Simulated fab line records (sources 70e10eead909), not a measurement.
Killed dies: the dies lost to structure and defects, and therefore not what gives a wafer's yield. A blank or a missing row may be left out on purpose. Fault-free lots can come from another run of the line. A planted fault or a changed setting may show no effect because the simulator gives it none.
fab line records	flow nand_harc
[record] lots = 5	wafers = 15	last_day = 25
route steps=1159 shown P_BONDPAD@360 END@1159
lots with no fault: from the same line, run without faults
start_h: hours from the record's opening day to when the first of the lot's shown wafers began	wait_h: hours since the lot's step before	" unchanged from the row above	L1.1+2: several wafers, shown together as one row	- no value present, or no start provided	* or withheld: withheld	< > ~ a bound
route shown NAME@n: NAME is a module with steps in the file, n the number in the route of the first one	usual: mean and standard deviation over wafers with no fault	same: alike in all rows	chamber/n: place in a boat	sites: readings site by site	_std_site: standard deviation of those values	_edge_site: mean of outer sites minus mean of inner sites	radius_mm: for every site, how far away it sits from the centre of the wafer	mask NAME#n: copy n	behind: the tool/chamber that last shaped the wafer	hold: what put the lot on hold/how long, in hours/how the hold closed	device: whichever transistor did not switch (one of n, p or np)	end of line: tests run on the same wafers once the route is complete	where a step has no rows: the recipe by itself	killed: dies that structure and defects cost at the first sort, which is not the same as the wafer's yield	map: a wafer's dies, marking killed ones x, the rest . and places with no die _
set.NAME: the run value of the setting; set.NAME@STEP: its run value at that earlier step	model.NAME: the simulator's own value behind a step, which no gauge read
lots at selected steps of the route; one table per step, one row per wafer
services: when a tool's chamber went out of use (start_h, in hours from the record's first day, below 0 if earlier), for how many hours, and the reason
[[steps]]
[step NHARC_P_BONDPAD_EBR_05]
[step NHARC_P_BONDPAD_EXPOSE_06]
[recipe] na = 0.55	dose_mj = 37.06	mask_id = P_BPAD
[step NHARC_P_BONDPAD_PEB_07]
[recipe] peb_temp_c = 128	peb_time_s = 80
[step NHARC_P_BONDPAD_DEVELOP_08]
[recipe] time_s = 50	dev_temp_c = 22
[step NHARC_P_BONDPAD_CD_MEAS_09]
[recipe] target_cd_nm = 500	landing_energy_ev = 500
[usual] cd_nm = 499.2/2.2
lot.wafer	tool	chamber	start_h	wait_h	cd_nm
L583.1	cd_sem-01	0	139.16	-	499.8
L583.2	"	0	"	"	504.5
L583.5	"	0	"	"	503.2
L585.4	cd_sem-02	0	141.80	-	497.5
L585.5	"	0	"	"	498.2
L585.6	"	0	"	"	497.2
L588.3	cd_sem-01	0	169.88	-	500.2
L588.5	"	0	"	"	496.8
L588.6	"	0	"	"	498.6
L601.2	cd_sem-03	0	238.55	-	499.4
L601.4	"	0	"	"	496.7
L601.6	"	0	"	"	498.6
L602.1	cd_sem-01	0	247.86	-	500.4
L602.2	"	0	"	"	501.1
L602.6	"	0	"	"	500.7
[step NHARC_P_BONDPAD_OVL_MEAS_38]
[usual] overlay_x_nm = -1/5.6	overlay_y_nm = 2/6.5
lot.wafer	tool	chamber	start_h	wait_h	overlay_x_nm	overlay_y_nm
L583.1	overlay-02	-	139.25	-	-2	13
L583.2	"	-	"	"	-2	13
L583.5	"	-	"	"	-2	13
L585.4	overlay-02	-	141.88	-	1	3
L585.5	"	-	"	"	1	3
L585.6	"	-	"	"	1	2
L588.3	overlay-01	-	169.97	-	-4	-12
L588.5	"	-	"	"	-4	-12
L588.6	"	-	"	"	-5	-12
L601.2	overlay-02	-	238.63	-	5	4
L601.4	"	-	"	"	6	5
L601.6	"	-	"	"	6	5
L602.1	overlay-02	-	247.96	-	6	-6
L602.2	"	-	"	"	6	-6
L602.6	"	-	"	"	6	-6
[step NHARC_P_BONDPAD_HARDBAKE_10]
[recipe] temp_c = 118	time_s = 65
[step NHARC_P_BONDPAD_DESCUM_11]
[recipe] time_s = 3	o2_flow_sccm = 200	ar_flow_sccm = 0	bias_power_w = 0	chemistry = O2
[usual] drypump_motor_current_A = 5.9/0.42	oes_product_au = 1.003/0.0098	rf_vpp_V = 57.7/0.93	showerhead_plenum_p_Torr = 1.88/0.067	throttle_valve_pct = 11.311/0.0089
lot.wafer	tool	chamber	start_h	wait_h	drypump_motor_current_A	oes_product_au	rf_hours_counter_h	rf_vpp_V	showerhead_plenum_p_Torr	throttle_valve_pct
L583.1	rie_diel-09	1	139.38	-	5.8	1.000	19	57.6	1.99	11.312
L583.2	"	3	"	"	4.7	1.001	17	56.6	1.95	11.306
L583.5	"	1	"	"	5.8	0.998	-	56.5	1.99	11.315
L585.4	rie_diel-07	0	142.02	-	5.8	1.002	8	58.6	1.88	11.304
L585.6	"	2	"	"	6.1	1.000	-	57.1	1.86	11.308
L585.5	"	3	"	"	6.3	0.995	-	57.5	1.87	11.323
L588.3	rie_diel-07	0	170.12	-	5.8	0.998	11	57.0	1.88	11.318
L588.6	"	1	"	"	5.8	1.010	-	58.8	1.78	11.306
L588.5	"	2	"	"	6.1	1.009	-	58.0	1.86	11.315
L601.4	rie_diel-07	0	238.76	-	5.8	1.006	0	58.2	1.87	11.298
L601.2	"	3	"	"	6.3	0.988	0	59.0	1.87	11.319
L601.6	"	1	"	"	5.8	1.002	-	57.1	1.78	11.311
L602.2	rie_diel-09	1	248.08	-	5.8	0.977	60	59.0	1.98	11.306
L602.1	"	2	"	"	5.7	1.000	62	56.8	1.95	11.310
L602.6	"	1	"	"	5.8	0.990	-	59.0	1.98	11.309
[step NHARC_P_BONDPAD_ETCH_37]
[recipe] target_depth_a = 600	overetch_a = 180	time_s = 65.91	ion_energy_ev = 200	n2_flow_sccm = 150	h2_flow_sccm = 150	ar_flow_sccm = 0	rf_w = 400	bias_w = 150	chemistry = N2/H2
[usual] drypump_motor_current_A = 5.9/0.44	oes_product_au = 1.003/0.01	rf_vpp_V = 429.5/2.2	run_length_s = 87.4/0.41	showerhead_plenum_p_Torr = 2.00/0.07	throttle_valve_pct = 14.171/0.0085
lot.wafer	tool	chamber	start_h	wait_h	drypump_motor_current_A	oes_product_au	rf_hours_counter_h	rf_vpp_V	run_length_s	showerhead_plenum_p_Torr	throttle_valve_pct
L583.1	rie_diel-09	2	139.46	0.1	5.7	0.991	18	431.1	86.8	2.10	14.169
L583.2	"	3	"	"	4.8	0.998	17	433.3	88.1	2.08	14.173
L583.5	"	3	"	"	4.8	0.994	-	432.3	88.2	2.08	14.177
L585.4	rie_diel-07	1	142.10	0.1	5.8	1.001	9	426.9	87.5	1.90	14.161
L585.6	"	3	"	"	6.3	0.994	-	428.9	87.3	1.99	14.175
L585.5	"	0	"	"	5.8	1.009	-	429.7	87.5	2.00	14.169
L588.3	rie_diel-07	3	170.20	0.1	6.3	1.005	12	427.6	87.3	1.99	14.174
L588.5	"	0	"	"	5.8	1.003	-	429.3	87.4	2.00	14.165
L588.6	"	1	"	"	5.8	1.000	-	425.5	87.7	1.89	14.157
L601.4	rie_diel-07	0	238.84	0.1	5.8	1.002	0	429.7	87.6	2.00	14.169
L601.2	"	2	"	"	6.1	0.997	0	429.1	87.6	1.97	14.175
L601.6	"	0	"	"	5.8	1.013	-	430.3	87.1	2.00	14.164
L602.1	rie_diel-09	2	248.17	0.1	5.7	0.984	62	430.9	87.2	2.08	14.157
L602.2	"	0	"	"	5.7	0.981	61	433.0	87.0	2.14	14.153
L602.6	"	3	"	"	4.8	0.994	-	431.7	88.5	2.07	14.169
[step NHARC_P_BONDPAD_ETCH_12]
[recipe] target_depth_a = 2000	time_s = 100	chf3_flow_sccm = 50	o2_flow_sccm = 10	ar_flow_sccm = 200	rf_w = 500	bias_w = 200	chemistry = CHF3/O2
[usual] chf3_flow_sccm = 49.99/0.16	drypump_motor_current_A = 5.9/0.43	oes_product_au = 0.945/0.025	rf_vpp_V = 369.7/1.8	run_length_s = 121.5/0.44	showerhead_plenum_p_Torr = 2.36/0.075	throttle_valve_pct = 20.571/0.0092
lot.wafer	tool	chamber	start_h	wait_h	chf3_flow_sccm	drypump_motor_current_A	oes_product_au	rf_hours_counter_h	rf_vpp_V	run_length_s	showerhead_plenum_p_Torr	throttle_valve_pct
L583.2	rie_diel-09	2	-	-	50.23	5.7	0.917	18	369.9	120.9	2.47	20.577
L583.1	"	3	"	"	50.36	4.8	0.922	17	371.1	122.4	2.45	20.560
L583.5	"	2	"	"	49.98	5.7	0.924	-	372.3	120.9	2.47	20.571
L585.4	rie_diel-07	2	-	-	50.05	6.2	0.925	9	368.7	121.6	2.33	20.574
L585.6	"	3	"	"	49.96	6.3	0.927	-	369.3	121.2	2.35	20.574
L585.5	"	0	"	"	49.60	5.8	0.915	-	371.2	121.7	2.36	20.562
L588.3	rie_diel-07	2	-	-	50.00	6.1	0.978	12	368.6	122.1	2.33	20.573
L588.6	"	1	"	"	50.15	5.8	0.931	-	367.1	121.6	2.24	20.562
L588.5	"	2	"	"	50.18	6.1	0.981	-	369.0	122.3	2.33	20.562
L601.2	rie_diel-07	2	-	-	49.95	6.2	0.979	0	368.7	121.6	2.33	20.550
L601.4	"	1	"	"	49.83	5.8	0.966	0	367.0	121.6	2.24	20.565
L601.6	"	2	"	"	49.97	6.2	0.979	-	368.2	122.1	2.33	20.550
L602.1	rie_diel-09	1	-	-	49.91	5.7	0.906	60	371.9	121.4	2.48	20.576
L602.2	"	0	"	"	49.92	5.7	0.922	61	373.5	121.8	2.52	20.586
L602.6	"	2	"	"	50.12	5.8	0.911	-	371.1	121.1	2.45	20.572
[step NHARC_P_BONDPAD_CD_MEAS_13]
[usual] cd_nm = 498.7/2.3
lot.wafer	tool	chamber	start_h	wait_h	cd_nm
L583.1	cd_sem-03	-	139.69	-	500.4
L583.2	"	-	"	"	503.2
L583.5	"	-	"	"	502.6
L585.4	cd_sem-03	-	142.33	-	498.0
L585.5	"	-	"	"	497.7
L585.6	"	-	"	"	496.6
L588.3	cd_sem-01	-	170.42	-	499.8
L588.5	"	-	"	"	496.5
L588.6	"	-	"	"	498.1
L601.2	cd_sem-03	-	239.07	-	499.1
L601.4	"	-	"	"	496.8
L601.6	"	-	"	"	498.0
L602.1	cd_sem-01	-	248.44	-	499.5
L602.2	"	-	"	"	500.4
L602.6	"	-	"	"	500.1
[step NHARC_P_BONDPAD_STRIP_15]
[recipe] o2_flow_sccm = 500	ar_flow_sccm = 0	bias_w = 0	chemistry = O2
[usual] drypump_motor_current_A = 5.9/0.49	oes_product_au = 1.006/0.0095	rf_vpp_V = 57.7/0.87	showerhead_plenum_p_Torr = 3.48/0.11	throttle_valve_pct = 17.037/0.0097
lot.wafer	tool	chamber	start_h	wait_h	drypump_motor_current_A	oes_product_au	rf_hours_counter_h	rf_vpp_V	showerhead_plenum_p_Torr	throttle_valve_pct
L583.2	rie_diel-07	2	139.76	0.1	6.1	1.006	9	56.6	3.43	17.052
L583.1	"	1	"	"	5.8	1.007	8	57.5	3.30	17.042
L583.5	"	2	"	"	6.2	1.019	-	59.0	3.43	17.031
L585.4	rie_diel-07	3	142.44	0.1	6.3	1.000	9	57.1	3.45	17.035
L585.5	"	0	"	"	5.8	1.003	-	58.0	3.46	17.053
L585.6	"	1	"	"	5.8	1.001	-	55.4	3.30	17.025
L588.3	rie_diel-07	1	170.52	0.1	5.8	1.022	10	57.3	3.30	17.021
L588.6	"	3	"	"	6.2	1.013	-	56.7	3.45	17.050
L588.5	"	0	"	"	5.8	1.009	-	58.5	3.46	17.046
L601.2	rie_diel-05	1	239.14	0.1	5.2	1.003	27	57.3	3.62	17.045
L601.4	"	3	"	"	6.7	0.995	23	56.1	3.37	17.044
L601.6	"	2	"	"	5.3	1.013	-	57.6	3.58	17.038
L602.1	rie_diel-05	1	248.56	0.1	5.2	0.996	29	58.3	3.62	17.032
L602.2	"	2	"	"	5.3	1.012	28	58.5	3.58	17.054
L602.6	"	2	"	"	5.3	1.018	-	56.9	3.58	17.033
[step NHARC_P_BONDPAD_ETCH_24]
[recipe] target_depth_a = 300	over_etch_frac = 0.3	time_s = 72.99	ion_energy_ev = 150	cf4_flow_sccm = 50	n2_flow_sccm = 100	ar_flow_sccm = 150	rf_w = 300	bias_w = 100	chemistry = CF4/N2
[usual] drypump_motor_current_A = 5.9/0.49	oes_product_au = 1.003/0.01	rf_vpp_V = 313.4/1.6	run_length_s = 94.5/0.49	showerhead_plenum_p_Torr = 2.58/0.086	throttle_valve_pct = 19.794/0.0089
lot.wafer	tool	chamber	start_h	wait_h	drypump_motor_current_A	oes_product_au	rf_hours_counter_h	rf_vpp_V	run_length_s	showerhead_plenum_p_Torr	throttle_valve_pct
L583.2	rie_diel-07	1	139.92	-	5.8	1.012	8	310.8	94.9	2.45	19.792
L583.1	"	3	"	"	6.3	1.001	8	314.1	94.3	2.57	19.805
L583.5	"	2	"	"	6.1	0.999	-	312.6	94.7	2.55	19.791
L585.4	rie_diel-07	3	142.55	-	6.2	1.009	9	313.8	94.2	2.57	19.791
L585.6	"	2	"	"	6.1	1.006	-	312.5	94.7	2.55	19.777
L585.5	"	3	"	"	6.3	1.011	-	313.6	94.5	2.57	19.799
L588.3	rie_diel-07	0	170.66	-	5.8	0.997	12	314.8	74.3	2.58	19.806
L588.5	"	2	"	"	6.2	1.006	-	311.9	94.7	2.55	19.806
L588.6	"	3	"	"	6.3	1.010	-	313.2	94.8	2.57	19.786
L601.4	rie_diel-05	2	239.30	-	5.3	1.018	26	314.3	93.9	2.66	19.798
L601.2	"	3	"	"	6.7	0.995	23	312.8	94.6	2.51	19.795
L601.6	"	3	"	"	6.7	0.993	-	312.2	94.4	2.51	19.793
L602.1	rie_diel-05	3	248.72	-	6.6	0.998	25	311.9	94.8	2.51	19.793
L602.2	"	0	"	"	6.5	1.021	25	312.2	93.5	2.52	19.785
L602.6	"	3	"	"	6.7	0.992	-	312.4	94.4	2.51	19.802
[step NHARC_P_BONDPAD_STRIP_16]
[recipe] time_s = 600	temp_c = 30	chemistry = post_etch_residue_remover
[step NHARC_END_SORT_01]
[recipe] temp_c = 25
[usual] defect_limited_yield = 95.3/1.3	killed_at_array = 28/9.1	killed_at_other = 0.6/0.87	killed_at_periphery = 3.4/2.7	killed_dies = 32/9	killed_open = 3.2/1.9	killed_short = 2.0/1.3	sort_bin_2_pct = 1.5/0.57	sort_bin_3_pct = 0.26/0.22	sort_bin_4_pct = 2.9/0.91	sort_n_pass = 645/9	sort_rim_yield_pct = 93/3.3	sort_yield_pct = 95.3/1.3
[same] gross_dies = 677	sort_bin_5_pct[%] = 0	sort_bin_6_pct[%] = 0	sort_bin_7_pct[%] = 0	sort_bin_8_pct[%] = 0	sort_rim_n_gross = 106.00
lot.wafer	tool	chamber	start_h	wait_h	defect_limited_yield[%]	killed_at_array	killed_at_other	killed_at_periphery	killed_dies	killed_open	killed_short	sort_bin_2_pct[%]	sort_bin_3_pct[%]	sort_bin_4_pct[%]	sort_n_pass	sort_rim_yield_pct[%]	sort_yield_pct[%]
L585.4	prober-02	0	462.25	3.4	98.8	5	1	2	8	1	0	0.7	0	0.4	669	100	98.8
L585.5	prober-02	0	463.05	3.7	97.6	15	0	1	16	4	5	0.7	0	1.6	661	96	97.6
L585.6	prober-02	0	463.84	4.0	97.9	14	0	0	14	3	7	0.7	0.30	1.0	663	99	97.9
L588.3	prober-02	0	511.48	3.1	91.1	38	0	22	60	5	1	5.3	0.15	3.4	617	86	91.1
// killed by level:class
L585.4 A_M0:geometric_particle:open=1 P_STI:chamber_film_flake=1 P_GATE:chamber_film_flake=1 A_CHANNEL_HOLE_D1:chamber_film_flake=1 A_CHANNEL_FILL_D1:chamber_film_flake=1 A_STAIRCASE:chamber_film_flake=1 A_CONTACT:chamber_film_flake=1 HYBRID_BOND:latent=1
L585.5 A_WL_FILL:geometric_particle:short=3 A_CHANNEL_HOLE_D1:chamber_film_flake=3 A_CHANNEL_FILL_D1:geometric_particle:short=2 A_ZERO_WELL:chamber_film_flake=2 P_M0:geometric_particle:open=1 A_ONON_D1:geometric_particle:open=1 A_CONTACT:geometric_particle:open=1 A_M1:geometric_particle:open=1
L585.6 A_ONON_D1:geometric_particle:short=3 A_CHANNEL_FILL_D1:geometric_particle:short=2 A_CONTACT:geometric_particle:open=2 A_CHANNEL_HOLE_D1:chamber_film_flake=2 A_CHANNEL_FILL_D1:geometric_particle:open=1 A_WL_FILL:geometric_particle:short=1 A_CONTACT:geometric_particle:short=1 A_STAIRCASE:chamber_film_flake=1
L588.3 A_SLIT:chamber_film_flake=16 P_BONDPAD:area_etch=15 A_CHANNEL_HOLE_D1:chamber_film_flake=9 A_STAIRCASE:chamber_film_flake=6 A_CONTACT:chamber_film_flake=5 P_M0:geometric_particle:open=2 P_ZERO_WELL:chamber_film_flake=2 P_M0:geometric_particle:short=1
// map L588.3 (x killed, . not)
____________x____________
_________..xx..._________
_______.....xxx..._______
______.x..x........______
_____x....xx........_____
____.x...............____
____.x...............____
___x.x................___
___x..................___
__.x.xx.........x.x..x.__
__.x.x.................__
_xx.x.x................._
_...x........x.........._
_...x...............x..._
_.x...x...x............._
_............x.........._
x................x.......
...........x.............
.........................
...................x.....
..x..........x...........
_.......x............x.._
_...................x..._
_...x...............x..._
_......................._
_................x......_
__.x...................__
__xx...................__
___...................___
___..............x....___
____x..............x.____
____.....xx..........____
_____..............._____
______xx.......x...______
_______...x......._______
_________......._________
____________.____________
// map L583.2 (x killed, . not)
____________x____________
_________xxx.x.._________
_______...x....x.._______
______.x....x......______
_____....x.........._____
____.....x...........____
____.................____
___...................___
___...................___
__.x....x..............__
__.....................__
_......................._
_.....x................._
_......................._
_......................._
_......................._
............x............
.........................
...................x.....
.........................
.........................
_....................x.._
_......................._
_......................._
_......................._
_...x..................x_
__.....................__
__.....................__
___.................x.___
___...............x...___
____.................____
____.................____
_____........xx....._____
______.............______
_______..........._______
_________......._________
____________.____________
[[services]]
tool	chamber	start_h	hours	kind
rie_diel-05	3	115.46	15.4	repair
rie_diel-07	0	133.70	-	clean
rie_diel-07	1	133.70	-	clean
rie_diel-07	2	133.70	-	clean
rie_diel-07	3	133.70	-	clean
rie_diel-05	3	137.49	9.1	repair
rie_diel-07	1	151.37	16.3	repair
rie_diel-07	0	158.24	-	clean
rie_diel-07	2	158.24	-	clean
rie_diel-07	3	158.24	-	clean
rie_diel-05	-	163.60	9.0	pm
rie_diel-05	2	178.34	2.3	repair
rie_diel-09	3	178.49	5.0	repair
rie_diel-07	0	182.74	-	clean
rie_diel-07	1	182.74	-	clean
rie_diel-07	2	182.74	-	clean
rie_diel-07	3	182.74	-	clean
rie_diel-07	0	207.24	-	clean
rie_diel-07	1	207.24	-	clean
rie_diel-07	2	207.24	-	clean
rie_diel-07	3	207.24	-	clean
rie_diel-07	-	228.23	9.0	pm
rie_diel-07	0	228.23	9.0	vent_cycle
rie_diel-07	2	247.84	8.5	repair
[[key]]
[first_sign] step = NHARC_P_BONDPAD_ETCH_24	reading = run_length_s	direction = down	sigmas = 41	usual = *	struck = *
[effect] step = NHARC_END_SORT_01	reading = killed_at_periphery	direction = up	sigmas = 6.9	usual = 3.4	struck = 22
[more_kills_born_at] NHARC_P_BONDPAD_ETCH_24@rie_diel-07 = 15
met_at NHARC_P_BONDPAD_ETCH_24
struck_wafers L588.3
[fault] kind = process_parameter_drift	tool = rie_diel-07	chamber = 0	onset_h = 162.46	steps = NHARC_P_BONDPAD_ETCH_24	channel = time_s	offset = *	shape = step	acts_in = *	stated = *
